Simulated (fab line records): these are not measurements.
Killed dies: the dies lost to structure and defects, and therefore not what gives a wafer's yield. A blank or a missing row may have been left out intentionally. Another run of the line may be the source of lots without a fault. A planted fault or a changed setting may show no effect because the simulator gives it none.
fab line records	flow n5Finfet
record: lots: 7	wafers: 21
route steps=1938 shown BEOL_M8@1343 BEOL_M10@1500 BEOL_M11@1575 BEOL_M13@1659
startH: the number of hours between the record's first day and the start of the first shown wafer of the lot	waitH: hours since the lot's step before	" identical to the entry in the row above	L1.1+2: a single row standing in for several wafers	- value missing, or start not given	* or withheld: withheld	< > ~ a bound
route shown NAME@n: a module of which the file shows steps, and the number in the route of the first	usual: mean/standard deviation of fault-free wafers	same: alike in all rows	chamber/n: place in a boat	sites: each site's reading	_std_site: the values' standard deviation	_edge_site: the outer-site mean with the inner-site mean subtracted	radiusMm: for every site, how far away it sits from the centre of the wafer	mask NAME#n: copy n	behind: the tool/chamber that last shaped the wafer	hold: cause of the lot's hold/its duration in hours/its outcome	device: the n, p or np transistor that did not switch	end of line: tests of these same wafers at the route's end	a step without rows: its recipe alone	killed: not the wafer's yield, but the dies lost to structure and defects at the first sort	map: shows each die of a wafer: x if killed, . if not, _ if none is there
set.NAME: the setting as run; set.NAME@STEP: as run at that earlier step	model.NAME: the simulator's own value behind a step, which no gauge read
one table per step and one row per wafer, for lots whose settings were changed on purpose
== steps ==
step: N5_BEOL_M8_PEB_09
recipe: pebTempC: withheld	pebTimeS: 60	resist: CAR-ArF
lot.wafer	tool	chamber	startH	waitH	set.pebTimeS
L079.3+6	lithoTrack-03	0	267.34	0.0	60
L079.4	"	0	"	"	47.98
L075.2+3+6	lithoTrack-01	0	268.88	0.0	60
L081.1+2+4	lithoTrack-03	0	287.03	0.1	60
L088.1+2+4	lithoTrack-01	0	339.17	0.1	60
L091.2+4+6	lithoTrack-01	0	340.15	0.1	60
L096.4+5	lithoTrack-04	0	384.13	0.0	68.24
L096.6	"	0	"	"	60
L095.1	lithoTrack-04	0	384.30	0.1	60
L095.3+4	"	0	"	"	70.73
step: N5_BEOL_M8_DEVELOP_10
recipe: developTimeS: 30	developer: TMAH	resist: CAR-ArF	rinseLiquid: diw	dry: airSpin	devTempC: 23
step: N5_BEOL_M8_CD_MEAS_11
recipe: targetCdNm: 38.5	landingEnergyEv: 500	detector: seInlens	polarity: opening
usual: cdNm: 38.7/0.46
lot.wafer	tool	chamber	startH	waitH	set.doseMj@BEOL_M8_EXPOSE_08	set.pebTimeS@BEOL_M8_PEB_09	cdNm
L079.3	cdSem-02	0	267.41	-	71.75	60	40.9
L079.4	"	0	"	"	68.25	47.98	33.8
L079.6	"	0	"	"	68.25	60	38.9
L075.2	cdSem-02	0	268.95	-	68.25	60	38.6
L075.3	"	0	"	"	66.86	60	38.1
L075.6	"	0	"	"	68.25	60	38.4
L081.1	cdSem-02	0	287.09	-	68.25	60	37.8
L081.2	"	0	"	"	68.25	60	39.2
L081.4	"	0	"	"	68.25	60	38.5
L088.1	cdSem-01	0	339.24	-	63.53	60	35.0
L088.2	"	0	"	"	63.53	60	35.9
L088.4	"	0	"	"	68.25	60	39.3
L091.2	cdSem-01	0	340.22	-	68.25	60	39.3
L091.4	"	0	"	"	71.38	60	40.8
L091.6	"	0	"	"	68.25	60	38.9
L096.4	cdSem-01	0	384.20	-	68.25	68.24	41.6
L096.5	"	0	"	"	71.19	68.24	43.3
L096.6	"	0	"	"	68.25	60	38.6
L095.1	cdSem-02	0	384.36	-	65.56	60	36.6
L095.3	"	0	"	"	68.25	70.73	42.4
L095.4	"	0	"	"	65.56	70.73	40.5
step: N5_BEOL_M8_DESCUM_16
recipe: chemistry: O2	timeS: 7.9	sourcePowerW: 50	biasPowerW: 20	pressureMtorr: 20	rfFrequencyHz: 2.712e+07	tempC: 40	resist: CAR-ArF	o2FlowSccm: 225
step: N5_BEOL_M8_ETCH_61
recipe: chemistry: CF4	target: SiARC	targetDepthA: 455	maskMaterial: CAR-ArF	timeS: 75.8	ionEnergyEv: 80	pressureMtorr: 40	sourceW: 545	biasW: 36	Ar_flow_sccm: 100	cf4FlowSccm: 100	ends: cleared
lot.wafer	tool	chamber	startH	waitH	set.doseMj@BEOL_M8_EXPOSE_08	set.pebTimeS@BEOL_M8_PEB_09	model.BEOL_M8.cdOffsetNm
L079.3	rieDiel-06	0	267.53	0.0	71.75	60	2.2
L079.4	"	2	"	"	68.25	47.98	-5
L079.6	"	3	"	"	68.25	60	0.2
L075.2	rieDiel-02	3	269.07	0.0	68.25	60	0.6
L075.3	"	1	"	"	66.86	60	0
L075.6	"	0	"	"	68.25	60	-0.2
L081.1	rieDiel-03	1	287.22	0.0	68.25	60	-1
L081.2	"	2	"	"	68.25	60	0.4
L081.4	"	0	"	"	68.25	60	0
L088.1	rieDiel-02	3	339.36	0.0	63.53	60	-3
L088.2	"	1	"	"	63.53	60	-2.4
L088.4	"	0	"	"	68.25	60	0.8
L091.2	rieDiel-06	2	340.70	0.0	68.25	60	0.6
L091.4	"	2	"	"	71.38	60	2.2
L091.6	"	0	"	"	68.25	60	0.4
L096.4	rieDiel-02	3	384.33	0.0	68.25	68.24	3
L096.5	"	1	"	"	71.19	68.24	5
L096.6	"	2	"	"	68.25	60	-0.2
L095.1	rieDiel-03	3	384.49	0.0	65.56	60	-2.2
L095.3	"	2	"	"	68.25	70.73	3.8
L095.4	"	1	"	"	65.56	70.73	2.2
step: N5_BEOL_M8_ETCH_62
recipe: chemistry: N2/H2	target: SOC	targetDepthA: 1100	overetchA: 220	maskMaterial: SiARC	tempC: 40	timeS: 165	ionEnergyEv: 200	pressureMtorr: 30	sourceW: 840	biasW: 150	n2FlowSccm: 200	h2FlowSccm: 200
lot.wafer	tool	chamber	startH	waitH	set.doseMj@BEOL_M8_EXPOSE_08	set.pebTimeS@BEOL_M8_PEB_09	model.BEOL_M8.cdOffsetNm
L079.3	rieDiel-06	0	267.59	0.0	71.75	60	2
L079.4	"	2	"	"	68.25	47.98	-5.4
L079.6	"	3	"	"	68.25	60	-0.2
L075.2	rieDiel-02	3	269.13	0.0	68.25	60	0.4
L075.3	"	1	"	"	66.86	60	0.4
L075.6	"	0	"	"	68.25	60	-0.2
L081.1	rieDiel-03	1	287.27	0.0	68.25	60	-0.6
L081.2	"	2	"	"	68.25	60	0.6
L081.4	"	0	"	"	68.25	60	0.2
L088.1	rieDiel-02	3	339.42	0.0	63.53	60	-3
L088.2	"	1	"	"	63.53	60	-2.2
L088.4	"	0	"	"	68.25	60	1
L091.2	rieDiel-06	2	340.75	0.0	68.25	60	0.6
L091.4	"	2	"	"	71.38	60	2.2
L091.6	"	0	"	"	68.25	60	0.4
L096.4	rieDiel-02	3	384.39	0.0	68.25	68.24	3
L096.5	"	1	"	"	71.19	68.24	5
L096.6	"	2	"	"	68.25	60	-0.2
L095.1	rieDiel-03	3	384.54	0.0	65.56	60	-2.2
L095.3	"	2	"	"	68.25	70.73	3.8
L095.4	"	1	"	"	65.56	70.73	2.4
step: N5_BEOL_M8_STRIP_68
recipe: chemistry: N2/H2	tempC: 40	n2FlowSccm: 200	h2FlowSccm: 200	rfFrequencyHz: 6e+07
step: N5_BEOL_M8_STRIP_67
recipe: chemistry: CF4	resist: SiARC	powerW: 300	biasPowerW: 75	pressureMtorr: 50	cf4FlowSccm: 150	rfFrequencyHz: 6e+07
step: N5_BEOL_M8_HM_OPEN_17
recipe: chemistry: Cl2/BCl3	targetDepthA: 200	overetchA: 60	target: TiN	maskMaterial: SOC	ionEnergyEv: 150	pressureMtorr: 10	icpW: 1000	biasW: 126	Cl2_flow_sccm: 53.25	bcl3FlowSccm: 21.75	Ar_flow_sccm: 25
lot.wafer	tool	chamber	startH	waitH	set.doseMj@BEOL_M8_EXPOSE_08	set.pebTimeS@BEOL_M8_PEB_09	model.BEOL_M8.cdOffsetNm
L079.3	rieMetal-01	1	267.80	0.1	71.75	60	2.2
L079.4	"	0	"	"	68.25	47.98	-5.2
L079.6	"	0	"	"	68.25	60	0
L075.2	rieMetal-03	1	269.31	0.0	68.25	60	0.4
L075.3	"	0	"	"	66.86	60	0.4
L075.6	"	0	"	"	68.25	60	-0.2
L081.1	rieMetal-02	1	287.46	0.0	68.25	60	-0.4
L081.2	"	0	"	"	68.25	60	0.6
L081.4	"	0	"	"	68.25	60	0.2
L088.1	rieMetal-01	0	339.61	0.0	63.53	60	-2.8
L088.2	"	0	"	"	63.53	60	-2
L088.4	"	0	"	"	68.25	60	1.2
L091.2	rieMetal-01	0	340.97	0.1	68.25	60	0.8
L091.4	"	0	"	"	71.38	60	2.4
L091.6	"	0	"	"	68.25	60	0.6
L096.4	rieMetal-03	0	384.60	0.1	68.25	68.24	3
L096.5	"	1	"	"	71.19	68.24	5
L096.6	"	0	"	"	68.25	60	-0.2
L095.1	rieMetal-03	0	384.73	0.0	65.56	60	-2
L095.3	"	0	"	"	68.25	70.73	3.8
L095.4	"	1	"	"	65.56	70.73	2.6
step: N5_BEOL_M8_STRIP_19
recipe: chemistry: O2	powerW: 400	tempC: 40	pressureMtorr: 30	rfFrequencyHz: 6e+07	biasPowerW: 0	overashFraction: 0.2	o2FlowSccm: 225
step: N5_BEOL_M8_CD_MEAS_18
recipe: pitchNm: 80	targetCdNm: 40
usual: cdNm: 40.2/0.53
lot.wafer	tool	chamber	startH	waitH	set.doseMj@BEOL_M8_EXPOSE_08	set.pebTimeS@BEOL_M8_PEB_09	cdNm
L079.3	cdSem-02	-	267.96	0.1	71.75	60	42.3
L079.4	"	-	"	"	68.25	47.98	34.5
L079.6	"	-	"	"	68.25	60	39.9
L075.2	cdSem-02	-	269.50	0.1	68.25	60	40.5
L075.3	"	-	"	"	66.86	60	40.4
L075.6	"	-	"	"	68.25	60	39.6
L081.1	cdSem-03	-	287.64	0.0	68.25	60	39.7
L081.2	"	-	"	"	68.25	60	40.5
L081.4	"	-	"	"	68.25	60	40.4
L088.1	cdSem-01	-	339.95	0.0	63.53	60	37.2
L088.2	"	-	"	"	63.53	60	37.9
L088.4	"	-	"	"	68.25	60	41.0
L091.2	cdSem-02	-	341.32	0.1	68.25	60	40.7
L091.4	"	-	"	"	71.38	60	42.6
L091.6	"	-	"	"	68.25	60	40.3
L096.4	cdSem-02	-	384.76	0.1	68.25	68.24	43.0
L096.5	"	-	"	"	71.19	68.24	45.0
L096.6	"	-	"	"	68.25	60	39.6
L095.1	cdSem-02	-	384.92	0.0	65.56	60	37.9
L095.3	"	-	"	"	68.25	70.73	43.6
L095.4	"	-	"	"	65.56	70.73	42.4
step: N5_BEOL_M8_COAT_63
recipe: resist: SOC	tempC: 250	timeS: 60	spinRpm: 1500	resistThkNm: 60
step: N5_BEOL_M8_COAT_64
recipe: resist: SiARC	tempC: 220	timeS: 60	spinRpm: 1500	resistThkNm: 12
step: N5_BEOL_M8_PRECLEAN_42
recipe: chemistry: residueRemover	timeS: 60	tempC: 40
step: N5_BEOL_M8_SRD_43
recipe: timeS: 30	tempC: 23	rinseLiquid: diw	dry: ipaMarangoni
step: N5_BEOL_M8_CD_MEAS_35
recipe: targetCdNm: 40	polarity: opening
usual: cdNm: 40.2/0.58
lot.wafer	tool	chamber	startH	waitH	set.pebTimeS@BEOL_M8_PEB_09	cdNm
L079.3	cdSem-02	-	269.18	0.0	60	42.0
L079.4	"	-	"	"	47.98	34.9
L079.6	"	-	"	"	60	39.9
L075.2	cdSem-03	-	274.09	0.0	60	40.3
L075.3	"	-	"	"	60	40.5
L075.6	"	-	"	"	60	39.7
L081.1	cdSem-01	-	290.39	0.0	60	39.5
L081.2	"	-	"	"	60	40.8
L081.4	"	-	"	"	60	40.3
L088.1	cdSem-03	-	341.96	0.0	60	36.9
L088.2	"	-	"	"	60	38.1
L088.4	"	-	"	"	60	41.4
L091.2	cdSem-02	-	343.59	0.0	60	40.9
L091.4	"	-	"	"	60	41.8
L091.6	"	-	"	"	60	40.5
L096.4	cdSem-01	-	388.12	0.0	68.24	43.3
L096.5	"	-	"	"	68.24	45.1
L096.6	"	-	"	"	60	40.2
L095.1	cdSem-01	-	388.66	0.0	60	38.0
L095.3	"	-	"	"	70.73	44.4
L095.4	"	-	"	"	70.73	42.3
step: N5_BEOL_M10_PEB_26
recipe: pebTempC: withheld	pebTimeS: 60	resist: CAR-ArF
lot.wafer	tool	chamber	startH	waitH	set.pebTimeS
L079.3+4+6	lithoTrack-03	0	283.40	0.0	60
L075.2+3+6	lithoTrack-03	0	289.60	0.1	46.82
L081.1+2+4	lithoTrack-02	0	301.61	0.1	60
L088.1+2+4	lithoTrack-03	0	359.76	0.1	60
L091.2+4	lithoTrack-03	0	359.81	0.1	49.22
L091.6	"	0	"	"	60
L095.1+3	lithoTrack-02	0	406.83	0.1	60
L095.4	"	0	"	"	66.73
L096.4+6	lithoTrack-02	0	407.00	0.0	50.79
L096.5	"	0	"	"	60
step: N5_BEOL_M10_DEVELOP_27
recipe: developTimeS: 30	developer: TMAH	resist: CAR-ArF	rinseLiquid: diw	dry: airSpin	devTempC: 23
step: N5_BEOL_M10_CD_MEAS_28
recipe: targetCdNm: 70	landingEnergyEv: 500	detector: seInlens	polarity: opening
usual: cdNm: 70.1/1.1
lot.wafer	tool	chamber	startH	waitH	set.pebTimeS@BEOL_M10_PEB_26	cdNm
L079.3	cdSem-02	0	283.47	-	60	71.2
L079.4	"	0	"	"	60	70.9
L079.6	"	0	"	"	60	72.6
L075.2	cdSem-02	0	289.66	-	46.82	58.2
L075.3	"	0	"	"	46.82	57.7
L075.6	"	0	"	"	46.82	57.8
L081.1	cdSem-02	0	301.68	-	60	70.6
L081.2	"	0	"	"	60	69.3
L081.4	"	0	"	"	60	71.7
L088.1	cdSem-03	0	359.83	-	60	67.7
L088.2	"	0	"	"	60	70.4
L088.4	"	0	"	"	60	70.0
L091.2	cdSem-01	0	359.87	-	49.22	60.1
L091.4	"	0	"	"	49.22	62.2
L091.6	"	0	"	"	60	69.7
L095.1	cdSem-02	0	406.89	-	60	69.8
L095.3	"	0	"	"	60	69.1
L095.4	"	0	"	"	66.73	73.0
L096.4	cdSem-03	0	407.07	-	50.79	62.6
L096.5	"	0	"	"	60	71.0
L096.6	"	0	"	"	50.79	62.9
step: N5_BEOL_M10_TRENCH_ETCH_37
recipe: chemistry: C4F6/O2	targetDepthA: 1488.3	target: SiCOH_lowk	timeS: 48	ionEnergyEv: 250	pressureMtorr: 30	sourceW: 345	biasW: 185	Ar_flow_sccm: 300	C4F6_flow_sccm: 10	O2_flow_sccm: 10
usual: rfVppV: 664/12
lot.wafer	tool	chamber	startH	waitH	set.biasW	rfVppV
L079.3	rieDiel-02	2	-	-	185	662
L079.4	"	0	"	"	185	674
L079.6	"	2	"	"	208.9	729
L075.2	rieDiel-02	2	-	-	194.4	688
L075.3	"	0	"	"	185	673
L075.6	"	0	"	"	194.4	702
L081.1	rieDiel-02	3	-	-	185	654
L081.2	"	0	"	"	185	675
L081.4	"	1	"	"	185	658
L088.1	rieDiel-03	1	-	-	196.5	694
L088.2	"	0	"	"	185	658
L088.4	"	2	"	"	185	642
L091.2	rieDiel-02	0	-	-	185	673
L091.4	"	2	"	"	218	753
L091.6	"	1	"	"	218	751
L095.1	rieDiel-02	2	-	-	185	661
L095.3	"	0	"	"	185	672
L095.4	"	3	"	"	185	665
L096.4	rieDiel-03	1	-	-	201.2	708
L096.5	"	3	"	"	201.2	725
L096.6	"	1	"	"	185	663
step: N5_BEOL_M11_VIA_ETCH_34
recipe: chemistry: C4F6/O2	target: SiCOH_lowk	targetDepthA: 1845	maskMaterial: SOC	taperDeg: 4	timeS: 69.2	ionEnergyEv: 250	pressureMtorr: 30	sourceW: 345	biasW: 185	Ar_flow_sccm: 300	C4F6_flow_sccm: 10	O2_flow_sccm: 10
lot.wafer	tool	chamber	startH	waitH	set.timeS	model.etch.depthNm
L079.3	rieDiel-05	1	292.49	0.0	69.2	185.5
L079.4	"	3	"	"	56.21	151.2
L079.6	"	3	"	"	56.21	151.8
L075.2	rieDiel-04	1	299.46	0.0	69.2	183.6
L075.3	"	2	"	"	64.55	171.3
L075.6	"	1	"	"	64.55	172.6
L081.1+2	rieDiel-05	1,2	311.08	0.0	69.2	186.5
L081.4	"	0	"	"	69.2	181.5
L088.1	rieDiel-05	1	369.44	0.0	69.2	187.5
L088.2	"	3	"	"	63.51	169.8
L088.4	"	2	"	"	63.51	172.1
L091.2	rieDiel-04	3	370.98	0.0	62.86	171.4
L091.4	"	0	"	"	69.2	182
L091.6	"	1	"	"	69.2	181.4
L095.1	rieDiel-04	2	416.33	0.0	69.2	182.3
L095.3	"	3	"	"	60.13	166.4
L095.4	"	3	"	"	69.2	194.1
L096.4	rieDiel-04	3	417.10	0.0	69.2	191.9
L096.5	"	1	"	"	69.2	182.5
L096.6	"	2	"	"	69.2	182.4
step: N5_BEOL_M13_ILD_DEP_00
recipe: material: SiOC	targetThkA: 8379.2	tempC: 350	precursor: DEMS/O2	pressureTorr: 5	rfW: 500	timeS: 166.4
lot.wafer	tool	chamber	startH	waitH	set.timeS	model.SiOC_of_BEOL_M13_ILD_DEP_00.thkNm
L079.3	pecvd-04	1	303.30	0.0	166.4	814.4
L079.4	"	2	"	"	150	752.8
L079.6	"	0	"	"	150	743
L075.2	pecvd-04	1	318.50	0.0	166.4	828.4
L075.3	"	0	"	"	166.4	838.4
L075.6	"	0	"	"	166.4	836.2
L081.1	pecvd-02	0	319.03	0.0	166.4	828.6
L081.2	"	2	"	"	166.4	836.2
L081.4	"	2	"	"	166.4	841.4
L088.1	pecvd-02	1	377.21	0.0	177.9	889.2
L088.2	"	2	"	"	177.9	896.2
L088.4	"	2	"	"	166.4	847.2
L091.2	pecvd-03	2	379.70	0.0	181.2	897.6
L091.4	"	0	"	"	166.4	812.6
L091.6	"	2	"	"	166.4	834.2
L095.1	pecvd-02	2	425.05	0.0	155.7	797.2
L095.3	"	0	"	"	166.4	843.8
L095.4	"	2	"	"	155.7	814.8
L096.4	pecvd-04	1	426.73	0.1	191	976.6
L096.5	"	2	"	"	191	975
L096.6	"	0	"	"	191	973.4
step: N5_BEOL_M13_THK_MEAS_01
recipe: reads: SiOC_of_BEOL_M13_ILD_DEP_00
usual: M13_ILD_THK: 837/12
lot.wafer	tool	chamber	startH	waitH	set.timeS@BEOL_M13_ILD_DEP_00	M13_ILD_THK[nm]
L079.3	filmMetro-02	-	303.45	0.1	166.4	815
L079.4	"	-	"	"	150	753
L079.6	"	-	"	"	150	743
L075.2	filmMetro-01	-	318.65	0.1	166.4	829
L075.3	"	-	"	"	166.4	838
L075.6	"	-	"	"	166.4	836
L081.1	filmMetro-02	-	319.24	0.2	166.4	829
L081.2	"	-	"	"	166.4	836
L081.4	"	-	"	"	166.4	842
L088.1	filmMetro-02	-	377.42	0.2	177.9	889
L088.2	"	-	"	"	177.9	896
L088.4	"	-	"	"	166.4	847
L091.2	filmMetro-02	-	379.92	0.2	181.2	897
L091.4	"	-	"	"	166.4	812
L091.6	"	-	"	"	166.4	834
L095.1	filmMetro-02	-	425.20	0.1	155.7	797
L095.3	"	-	"	"	166.4	844
L095.4	"	-	"	"	155.7	815
L096.4	filmMetro-02	-	426.82	0.0	191	976
L096.5	"	-	"	"	191	975
L096.6	"	-	"	"	191	974
== key ==
split: step: N5_BEOL_M8_PEB_09	setting: pebTimeS	stated: 60	by: wafer
response: step: N5_BEOL_M8_CD_MEAS_11	reading: cdNm	change: +0.288	per: 1%	r: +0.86
response: step: N5_BEOL_M8_ETCH_61	reading: model.BEOL_M8.cdOffsetNm	change: +0.302	per: 1%	r: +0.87
response: step: N5_BEOL_M8_ETCH_62	reading: model.BEOL_M8.cdOffsetNm	change: +0.306	per: 1%	r: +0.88
response: step: N5_BEOL_M8_CD_MEAS_18	reading: cdNm	change: +0.312	per: 1%	r: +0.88
response: step: N5_BEOL_M8_CD_MEAS_35	reading: cdNm	change: +0.299	per: 1%	r: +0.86
response: step: N5_BEOL_M8_HM_OPEN_17	reading: model.BEOL_M8.cdOffsetNm	slope: +0.25	per: 1%	togetherWith: doseMj@BEOL_M8_EXPOSE_08	explained: 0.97
split: step: N5_BEOL_M10_PEB_26	setting: pebTimeS	stated: 60	by: wafer
response: step: N5_BEOL_M10_CD_MEAS_28	reading: cdNm	change: +0.469	per: 1%	r: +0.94
split: step: N5_BEOL_M10_TRENCH_ETCH_37	setting: biasW	stated: 185	by: wafer
response: step: N5_BEOL_M10_TRENCH_ETCH_37	reading: rfVppV	change: +4.86	per: 1%	r: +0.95
split: step: N5_BEOL_M11_VIA_ETCH_34	setting: timeS	stated: 69.2	by: wafer
response: step: N5_BEOL_M11_VIA_ETCH_34	reading: model.etch.depthNm	change: +1.71	per: 1%	r: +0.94
split: step: N5_BEOL_M13_ILD_DEP_00	setting: timeS	stated: 166.4	by: wafer
response: step: N5_BEOL_M13_ILD_DEP_00	reading: model.SiOC_of_BEOL_M13_ILD_DEP_00.thkNm	change: +7.06	per: 1%	r: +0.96
response: step: N5_BEOL_M13_THK_MEAS_01	reading: M13_ILD_THK	change: +7.07	per: 1%	r: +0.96
split outsideThisFile step=N5_BEOL_M8_EXPOSE_08 setting=doseMj
split outsideThisFile: this setting was split too, and the file shows its column; the key of that split is in another file
